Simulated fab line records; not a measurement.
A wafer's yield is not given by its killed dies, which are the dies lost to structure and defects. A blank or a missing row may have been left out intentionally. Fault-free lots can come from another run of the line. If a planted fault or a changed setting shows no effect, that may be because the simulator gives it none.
Which of the tools did it? | flow n5_finfet | 27 wafers from 9 lots sampled at 5 of the route's 1938 steps

== WHAT THE GAUGES READ, wafer by wafer ==
N5_BEOL_M4_RC_MEAS_101. Usual: DIBL_N 36.5 mV/V, standard deviation 1.2; DIBL_P 36.5 mV/V, standard deviation 1.6; IOFF_N 0.162 nA/um, standard deviation 0.023; IOFF_P 0.221 nA/um, standard deviation 0.03; ION_N 678 uA/um, standard deviation 8; ION_P 466 uA/um, standard deviation 6.3; SS_N 71.6 mV/dec, standard deviation 0.46; SS_P 73.3 mV/dec, standard deviation 0.57; VT_N 249.2 mV, standard deviation 2.6; VT_P -249 mV, standard deviation 3.3.
lot  | measured     | on        | DIBL_N (mV/V)  | DIBL_P (mV/V)  | IOFF_N (nA/um)    | IOFF_P (nA/um)    | ION_N (uA/um) | ION_P (uA/um) | SS_N (mV/dec)  | SS_P (mV/dec)  | VT_N (mV)         | VT_P (mV)      | flag
L185 | day 10 11:47 | prober-02 | 36.0 37.7 38.3 | 36.5 39.4 39.4 | 0.144 0.172 0.186 | 0.206 0.268 0.272 | 675 675 688   | 469 476 475   | 71.5 71.9 71.6 | 73.3 73.8 73.1 | 252.9 246.7 248.1 | -250 -247 -244 |
L187 | day 10 19:10 | prober-02 | 34.9 35.4 36.6 | 33.9 32.9 34.1 | 0.131 0.129 0.145 | 0.212 0.198 0.216 | 674 664 668   | 468 456 469   | 71.7 71.5 72.1 | 72.4 72.3 72.4 | 250.3 253.1 250.4 | -247 -251 -247 |
L188 | day 11 01:40 | prober-02 | 36.6 37.0 36.9 | 38.9 39.9 39.0 | 0.186 0.209 0.191 | 0.239 0.253 0.232 | 683 693 682   | 467 470 470   | 71.1 71.8 71.4 | 74.4 73.7 73.8 | 248.0 244.0 246.5 | -248 -245 -248 |
L189 | day 11 11:25 | prober-02 | 36.1 36.5 35.3 | 37.8 37.9 36.7 | 0.161 0.169 0.151 | 0.257 0.252 0.234 | 681 686 677   | 471 475 470   | 72.2 72.2 72.2 | 74.1 73.7 73.3 | 250.2 248.9 248.3 | -245 -245 -245 |
L194 | day 12 02:00 | prober-01 | 34.8 38.3 37.4 | 35.7 39.0 37.6 | 0.142 0.199 0.173 | 0.203 0.261 0.230 | 668 684 665   | 463 465 458   | 71.2 72.4 72.0 | 72.7 74.4 73.6 | 250.4 245.0 249.0 | -250 -247 -251 |
L196 | day 13 02:02 | prober-02 | 37.5 38.3 36.6 | 36.6 38.0 36.3 | 0.181 0.198 0.161 | 0.252 0.271 0.251 | 674 677 673   | 459 466 465   | 72.5 72.7 71.7 | 73.3 73.6 72.7 | 250.2 248.7 247.8 | -246 -245 -245 |
L198 | day 13 03:07 | prober-02 | 35.8 36.0 37.3 | 35.7 35.9 36.7 | 0.152 0.150 0.168 | 0.210 0.220 0.224 | 676 668 667   | 464 458 461   | 71.9 71.1 71.9 | 73.0 72.9 74.1 | 250.9 252.0 250.8 | -250 -249 -248 |
L202 | day 14 11:44 | prober-01 | 36.2 35.3 34.6 | 38.9 38.1 36.3 | 0.194 0.165 0.152 | 0.254 0.232 0.215 | 695 677 678   | 471 464 465   | 72.0 72.7 71.9 | 73.8 72.7 73.0 | 247.0 248.3 251.2 | -246 -248 -247 |
L206 | day 15 21:52 | prober-02 | 36.5 34.9 34.3 | 36.1 33.7 34.0 | 0.189 0.157 0.154 | 0.268 0.225 0.230 | 692 680 686   | 478 474 477   | 71.5 71.4 71.4 | 73.4 72.5 72.6 | 246.6 248.0 248.0 | -241 -245 -246 |

== WHICH TOOL RAN EACH LOT (tool, then ch and the chambers of the sampled wafers, then the start) ==
lot  | N5_GATE_CUT_VAPOR_ETCH_48         | N5_GATE_CUT_STRIP_21                 | N5_MOL_CONTACT_COAG_ETCH_105       | N5_MOL_CONTACT_COAG_ETCH_110
L185 | rie_metal-02 ch 0,1, day 4 21:51  | plasma_asher-01 ch 0,1, day 4 21:58  | rie_diel-04 ch 0,1,3, day 5 05:49  | rie_diel-04 ch 0,1,3, day 5 06:02
L187 | rie_metal-01 ch 0,1, day 5 07:41  | plasma_asher-02 ch 0,1, day 5 07:47  | rie_diel-06 ch 0,1,2, day 5 11:28  | rie_diel-06 ch 0,1,2, day 5 11:41
L188 | rie_metal-02 ch 0,1, day 5 09:51  | plasma_asher-02 ch 1, day 5 09:58    | rie_diel-06 ch 0,1,2, day 5 13:14  | rie_diel-06 ch 0,1,2, day 5 13:28
L189 | rie_metal-02 ch 0,1, day 5 20:26  | plasma_asher-01 ch 0,1, day 5 20:33  | rie_diel-04 ch 0,3, day 6 00:24    | rie_diel-04 ch 0,3, day 6 00:38
L194 | rie_metal-02 ch 0,1, day 6 23:54  | plasma_asher-01 ch 0,1, day 7 00:01  | rie_diel-01 ch 0,1,2, day 7 22:08  | rie_diel-01 ch 0,1,2, day 7 22:21
L196 | rie_metal-01 ch 0,1, day 8 01:38  | plasma_asher-01 ch 0,1, day 8 01:44  | rie_diel-06 ch 0,3, day 8 04:53    | rie_diel-06 ch 0,3, day 8 05:07
L198 | rie_metal-01 ch 1, day 8 04:13    | plasma_asher-02 ch 0,1, day 8 04:19  | rie_diel-06 ch 0,1, day 8 07:30    | rie_diel-06 ch 0,1, day 8 07:43
L202 | rie_metal-01 ch 0,1, day 9 23:01  | plasma_asher-01 ch 0,1, day 9 23:08  | rie_diel-01 ch 0,1,3, day 10 02:38 | rie_diel-01 ch 0,1,3, day 10 02:52
L206 | rie_metal-02 ch 0,1, day 11 11:26 | plasma_asher-01 ch 0,1, day 11 11:32 | rie_diel-01 ch 0,1,2, day 11 16:38 | rie_diel-01 ch 0,1,2, day 11 16:52
- N5_GATE_CUT_VAPOR_ETCH_48: etches TiN in BCl3/Cl2.
- N5_GATE_CUT_STRIP_21: strips in N2/H2, time 30 s.
- N5_MOL_CONTACT_COAG_ETCH_105: etches SiARC in CF4, target depth 15.6 nm, time 26 s.
- N5_MOL_CONTACT_COAG_ETCH_110: etches Si in CF4/O2, target depth 2.5 nm, time 8 s.

== WHAT THE TOOLS THEMSELVES READ (means of the sampled wafers that have a number; where no wafer has one, the mark that the record gives instead) ==
N5_GATE_CUT_VAPOR_ETCH_48. Usual: drypump_motor_current_A 6.0 A, standard deviation 0.44; oes_product_au 0.77 a.u., standard deviation 0.12.
lot  | tool         | drypump_motor_current_A (A) | oes_product_au (a.u.) | flag
L185 | rie_metal-02 | 5.9                         | 0.81                  |
L187 | rie_metal-01 | 6.6                         | 0.66                  |
L188 | rie_metal-02 | 5.9                         | 0.80                  |
L189 | rie_metal-02 | 5.7                         | 0.72                  |
L194 | rie_metal-02 | 5.7                         | 0.72                  |
L196 | rie_metal-01 | 6.4                         | 0.86                  |
L198 | rie_metal-01 | 6.1                         | 0.80                  |
L202 | rie_metal-01 | 6.4                         | 0.84                  |
L206 | rie_metal-02 | 5.9                         | 0.76                  |

N5_GATE_CUT_STRIP_21. Usual: drypump_motor_current_A 5.96 A, standard deviation 0.19; heater_power_w 340 W, standard deviation 33.
lot  | tool            | drypump_motor_current_A (A) | heater_power_w (W) | flag
L185 | plasma_asher-01 | 5.98                        | 320                |
L187 | plasma_asher-02 | 5.87                        | 360                |
L188 | plasma_asher-02 | 5.76                        | 398                |
L189 | plasma_asher-01 | 6.10                        | 315                |
L194 | plasma_asher-01 | 5.97                        | 318                |
L196 | plasma_asher-01 | 6.11                        | 323                |
L198 | plasma_asher-02 | 5.86                        | 356                |
L202 | plasma_asher-01 | 5.97                        | 318                |
L206 | plasma_asher-01 | 5.97                        | 321                |

N5_MOL_CONTACT_COAG_ETCH_105. Usual: value, then standard deviation, for each; cf4_flow_sccm 99.99 sccm / 0.28; drypump_motor_current_A 5.8 A / 0.42; etch_rf_on_time_s 25.85 s / 0.29; oes_product_au 0.68 a.u. / 0.047; rf_vpp_V 184.4 V / 1.1; showerhead_plenum_p_Torr 2.17 Torr / 0.057; throttle_valve_pct 15.62 % / 0.19.
lot  | tool        | cf4_flow_sccm (sccm) | drypump_motor_current_A (A) | etch_rf_on_time_s (s) | oes_product_au (a.u.) | rf_vpp_V (V) | showerhead_plenum_p_Torr (Torr) | throttle_valve_pct (%) | flag
L185 | rie_diel-04 | 100.17               | 6.1                         | 26.13                 | 0.66                  | 184.0        | 2.14                            | 15.53                  |
L187 | rie_diel-06 | 99.78                | 5.6                         | 25.81                 | 0.68                  | 184.6        | 2.18                            | 15.62                  |
L188 | rie_diel-06 | 99.91                | 5.5                         | 25.99                 | 0.67                  | 184.4        | 2.18                            | 15.63                  |
L189 | rie_diel-04 | 100.23               | 6.4                         | 26.15                 | 0.62                  | 182.7        | 2.09                            | 15.76                  |
L194 | rie_diel-01 | 99.86                | 6.0                         | 25.69                 | 0.72                  | 184.3        | 2.17                            | 15.60                  |
L196 | rie_diel-06 | 99.78                | 5.9                         | 19.38                 | 0.76                  | 183.6        | 2.14                            | 15.65                  | OFF
L198 | rie_diel-06 | 99.52                | 5.8                         | 23.65                 | 0.74                  | 183.9        | 2.16                            | 15.70                  | OFF
L202 | rie_diel-01 | 100.08               | 5.7                         | 25.91                 | 0.69                  | 184.7        | 2.18                            | 15.64                  |
L206 | rie_diel-01 | 100.06               | 5.9                         | 25.64                 | 0.70                  | 184.4        | 2.16                            | 15.64                  |

N5_MOL_CONTACT_COAG_ETCH_110. Usual: cf4_flow_sccm 99.98 sccm, standard deviation 0.29; drypump_motor_current_A 5.8 A, standard deviation 0.42; oes_product_au 0.79 a.u., standard deviation 0.056; rf_vpp_V 127.7 V, standard deviation 2; showerhead_plenum_p_Torr 2.26 Torr, standard deviation 0.058; throttle_valve_pct 10.75 %, standard deviation 0.2.
lot  | tool        | cf4_flow_sccm (sccm) | drypump_motor_current_A (A) | oes_product_au (a.u.) | rf_vpp_V (V) | showerhead_plenum_p_Torr (Torr) | throttle_valve_pct (%) | flag
L185 | rie_diel-04 | 100.06               | 6.1                         | 0.77                  | 126.8        | 2.22                            | 10.72                  |
L187 | rie_diel-06 | 100.14               | 5.5                         | 0.79                  | 127.9        | 2.27                            | 10.75                  |
L188 | rie_diel-06 | 99.94                | 5.6                         | 0.79                  | 127.5        | 2.27                            | 10.75                  |
L189 | rie_diel-04 | 100.07               | 6.4                         | 0.73                  | 126.6        | 2.18                            | 10.99                  |
L194 | rie_diel-01 | 99.73                | 5.9                         | 0.85                  | 127.1        | 2.25                            | 10.67                  |
L196 | rie_diel-06 | 100.19               | 5.9                         | 0.75                  | 126.2        | 2.22                            | 10.81                  |
L198 | rie_diel-06 | 100.04               | 5.8                         | 0.81                  | 128.5        | 2.24                            | 10.79                  |
L202 | rie_diel-01 | 99.92                | 5.7                         | 0.81                  | 128.3        | 2.27                            | 10.75                  |
L206 | rie_diel-01 | 99.95                | 5.9                         | 0.81                  | 127.9        | 2.24                            | 10.73                  |

== THE ANSWER, worked out from the rows above alone ==
Rule: a lot is off if the mean of its wafers that have a number lies more than 3 standard deviations from the usual mean. A lot without any number at a reading at which 4 lots or more have one is off too. The other lots that the step has rows for count as sound. The gauges are gone through in route order, then the tools' own readings, and for those a lot's mean is taken as printed above. The first step at which some lot is off is used, and at that step the reading that is off furthest; a lot without a number counts as furthest.
Off at N5_MOL_CONTACT_COAG_ETCH_105 (etch_rf_on_time_s): L196, L198.
If a tool, at that step or one of the process steps before it, ran each lot that is off and ran no sound lot following the first of them, it fits. One fits: N5_MOL_CONTACT_COAG_ETCH_105 on rie_diel-06. A fault onset in the window from L188 (day 5 13:14, its last sound lot) to L196 (day 8 04:53, its first lot off) fits.
The tool's own readings at N5_MOL_CONTACT_COAG_ETCH_105 bear it out: on the lots that are off they differ by more than 5 times the standard deviation of the sound lots' means. etch_rf_on_time_s reads 21.52 s there against 25.90 s on the sound lots.

== WHAT THE SIMULATOR HAD INSERTED ==
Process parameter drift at N5_MOL_CONTACT_COAG_ETCH_105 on rie_diel-06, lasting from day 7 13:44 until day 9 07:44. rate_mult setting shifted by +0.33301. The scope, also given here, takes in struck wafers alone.
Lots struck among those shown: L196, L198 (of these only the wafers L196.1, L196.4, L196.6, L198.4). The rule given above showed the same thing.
